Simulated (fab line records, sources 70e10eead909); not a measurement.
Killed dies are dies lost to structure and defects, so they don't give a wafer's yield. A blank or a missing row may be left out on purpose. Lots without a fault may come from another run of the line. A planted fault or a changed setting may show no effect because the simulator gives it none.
Which tool did it? | flow nand_harc | 14 lots, 42 wafers sampled, at 4 steps of a route of 1159

WHAT THE GAUGES READ, wafer by wafer
NHARC_A_SGD_CUT_INSPECT_11. Usual: raw_defect_count 17, standard deviation 9.9.
lot  | measured     | on                | raw_defect_count | flag
L423 | day 14 02:40 | defect_inspect-01 | 22 26 21         |
L427 | day 14 11:44 | defect_inspect-02 | 12 7 16          |
L426 | day 14 11:54 | defect_inspect-02 | 21 17 13         |
L425 | day 14 13:14 | defect_inspect-01 | 5 5 8            |
L430 | day 15 01:54 | defect_inspect-01 | 9 7 8            |
L429 | day 15 14:20 | defect_inspect-02 | 29 26 21         |
L439 | day 17 16:49 | defect_inspect-02 | 21 25 22         |
L438 | day 17 17:04 | defect_inspect-01 | 12 15 14         |
L442 | day 18 05:49 | defect_inspect-01 | 30 41 43         |
L441 | day 18 06:05 | defect_inspect-02 | 13 13 10         |
L440 | day 18 19:57 | defect_inspect-01 | 32 35 32         |
L443 | day 19 09:57 | defect_inspect-01 | 11 14 11         |
L444 | day 19 20:15 | defect_inspect-01 | 11 8 3           |
L445 | day 19 20:46 | defect_inspect-02 | 14 18 18         |

NHARC_END_SORT_01. Usual: killed_at_array 24, standard deviation 8.4; killed_at_other 0.7, standard deviation 1.1; killed_at_periphery 2.9, standard deviation 1.7; killed_dies 27, standard deviation 8.6; killed_open 3.3, standard deviation 1.8; killed_short 1.8, standard deviation 1.4.
lot  | measured     | on        | killed_at_array | killed_at_other | killed_at_periphery | killed_dies | killed_open | killed_short | flag
L430 | day 21 00:20 | prober-01 | 675 671 673     | 1 1 0           | 1 5 4               | 677 677 677 | 3 7 4       | 0 0 1        | OFF
L429 | day 21 02:35 | prober-02 | 673 677 674     | 4 0 1           | 0 0 2               | 677 677 677 | 3 3 0       | 2 2 4        | OFF
L438 | day 23 10:20 | prober-02 | 29              | 0               | 2                   | 31          | 5           | 0            |

WHICH TOOL RAN EACH LOT (tool, then ch and the chambers of the sampled wafers, then the start)
lot  | NHARC_A_SGD_CUT_ETCH_58            | NHARC_A_SGD_CUT_CMP_21
L423 | rie_diel-07 ch 0,1,2, day 14 02:48 | cmp-02 ch 0,1,2, day 14 08:26
L427 | rie_diel-08 ch 2,3, day 14 11:53   | cmp-01 ch 0,1, day 14 17:19
L426 | rie_diel-07 ch 1,2,3, day 14 12:04 | cmp-02 ch 2,3, day 14 17:17
L425 | rie_diel-13 ch 0,2, day 14 13:23   | cmp-04 ch 0,2, day 14 17:27
L430 | rie_diel-07 ch 0,1,2, day 15 02:07 | cmp-01 ch 0,3, day 15 07:19
L429 | rie_diel-07 ch 1,2,3, day 15 14:29 | cmp-02 ch 1,3, day 15 20:06
L439 | rie_diel-08 ch 1,2,3, day 17 16:58 | cmp-01 ch 1,2,3, day 18 01:22
L438 | rie_diel-13 ch 2,3, day 17 17:12   | cmp-04 ch 1,2, day 18 01:13
L442 | rie_diel-08 ch 0,1,2, day 18 05:58 | cmp-04 ch 1,3, day 18 11:36
L441 | rie_diel-13 ch 0,1, day 18 06:14   | cmp-02 ch 0,1, day 18 11:36
L440 | rie_diel-13 ch 0,1,3, day 18 20:06 | cmp-04 ch 0,1,3, day 19 02:55
L443 | rie_diel-08 ch 0,1,2, day 19 10:06 | cmp-04 ch 0,2, day 19 15:42
L444 | rie_diel-13 ch 0,1, day 19 20:23   | cmp-04 ch 0,2, day 20 01:48
L445 | rie_diel-08 ch 0,2, day 19 20:55   | cmp-01 ch 0,1,2, day 20 01:52
- NHARC_A_SGD_CUT_ETCH_58: etches the open film in CF4, target depth 39 nm, time 65 s.
- NHARC_A_SGD_CUT_CMP_21: polishes, target thk 148.19 nm.

WHAT THE TOOLS THEMSELVES READ (means of the sampled wafers that have a number; where no wafer has one, the mark that the record gives instead)
NHARC_A_SGD_CUT_ETCH_58. Usual: bias_w 100.0 W, standard deviation 0.31; cf4_flow_sccm 149.9 sccm, standard deviation 0.47; chamber_pressure_mTorr 50.00 mTorr, standard deviation 0.048; drypump_motor_current_A 5.5 A, standard deviation 0.43; oes_product_au 1.000 a.u., standard deviation 0.012; rf_vpp_V 151.7 V, standard deviation 1.1; showerhead_plenum_p_Torr 1.81 Torr, standard deviation 0.061; throttle_valve_pct 13.285 %, standard deviation 0.01.
lot  | tool        | bias_w (W) | cf4_flow_sccm (sccm) | chamber_pressure_mTorr (mTorr) | drypump_motor_current_A (A) | oes_product_au (a.u.) | rf_vpp_V (V) | showerhead_plenum_p_Torr (Torr) | throttle_valve_pct (%) | flag
L423 | rie_diel-07 | 99.9       | 150.0                | 50.04                          | 5.4                         | 1.000                 | 151.5        | 1.77                            | 13.292                 |
L427 | rie_diel-08 | 100.1      | 149.9                | 50.00                          | 5.0                         | 0.985                 | 151.1        | 1.72                            | 13.282                 |
L426 | rie_diel-07 | 100.3      | 149.7                | 49.99                          | 5.3                         | 1.000                 | 151.4        | 1.76                            | 13.271                 |
L425 | rie_diel-13 | 100.1      | 149.7                | 49.96                          | 5.8                         | 0.991                 | 152.2        | 1.86                            | 13.276                 |
L430 | rie_diel-07 | -          | -                    | -                              | -                           | -                     | -            | -                               | -                      | OFF
L429 | rie_diel-07 | -          | -                    | -                              | -                           | -                     | -            | -                               | -                      | OFF
L439 | rie_diel-08 | 100.0      | 150.0                | 49.95                          | 5.1                         | 0.994                 | 151.5        | 1.77                            | 13.283                 |
L438 | rie_diel-13 | 99.9       | 150.0                | 49.98                          | 6.1                         | 1.001                 | 152.4        | 1.87                            | 13.291                 |
L442 | rie_diel-08 | 99.9       | 150.0                | 50.02                          | 5.3                         | 1.000                 | 152.9        | 1.81                            | 13.287                 |
L441 | rie_diel-13 | 100.0      | 149.5                | 49.92                          | 5.8                         | 1.009                 | 152.1        | 1.84                            | 13.284                 |
L440 | rie_diel-13 | 100.0      | 149.8                | 50.00                          | 6.0                         | 0.995                 | 151.6        | 1.85                            | 13.292                 |
L443 | rie_diel-08 | 100.1      | 149.9                | 49.97                          | 5.3                         | 1.000                 | 151.7        | 1.81                            | 13.289                 |
L444 | rie_diel-13 | 99.9       | 150.0                | 49.98                          | 5.8                         | 1.006                 | 151.8        | 1.84                            | 13.285                 |
L445 | rie_diel-08 | 100.2      | 150.0                | 50.00                          | 5.1                         | 1.002                 | 153.3        | 1.81                            | 13.282                 |

NHARC_A_SGD_CUT_CMP_21. Usual: motor_current_A 12.1 A, standard deviation 0.87; time_to_endpoint_s 50 s, standard deviation 4.1.
lot  | tool   | motor_current_A (A) | time_to_endpoint_s (s) | flag
L423 | cmp-02 | 11.7                | 51                     |
L427 | cmp-01 | 13.0                | 51                     |
L426 | cmp-02 | 12.8                | 48                     |
L425 | cmp-04 | 11.8                | 54                     |
L430 | cmp-01 | 12.4                | 53                     |
L429 | cmp-02 | 12.1                | 48                     |
L439 | cmp-01 | 11.9                | 46                     |
L438 | cmp-04 | 12.3                | 52                     |
L442 | cmp-04 | 11.7                | 47                     |
L441 | cmp-02 | 11.4                | 46                     |
L440 | cmp-04 | 12.3                | 51                     |
L443 | cmp-04 | 12.1                | 53                     |
L444 | cmp-04 | 11.8                | 55                     |
L445 | cmp-01 | 12.5                | 46                     |

THE ANSWER, worked out from the rows above alone
Rule: a lot is off if the mean of its wafers that have a number lies more than 3 standard deviations from the usual mean. A lot without any number at a reading at which 4 lots or more have one is off too. The other lots that the step has rows for count as sound. The gauges are gone through in route order, then the tools' own readings, and for those a lot's mean is taken as printed above. The first step at which some lot is off is used, and at that step the reading that is off furthest; a lot without a number counts as furthest.
Off: L430, L429, at NHARC_END_SORT_01 (killed_at_array). Neither off nor sound, because the step has no rows for them: L423, L427, L426, L425, L439, L442, L441, L440, L443, L444, L445.
A tool fits if, at a process step before that reading, it ran every lot that is off, and no sound lot after the first of them. The gauges at NHARC_END_SORT_01 aren't tried: what is off there is off at NHARC_A_SGD_CUT_ETCH_58 too, on other tools, and a gauge's error can't cause that. One fits: rie_diel-07 at NHARC_A_SGD_CUT_ETCH_58. It ran no sound lot before its first lot that is off in this sample, so the start can't be narrowed down.

WHAT THE SIMULATOR HAD PUT IN
Skipped step whole: rie_diel-07, from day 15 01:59 on, at NHARC_A_SGD_CUT_ETCH_58. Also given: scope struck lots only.
Lots struck among those shown: L430, L429. The rule above found the same.
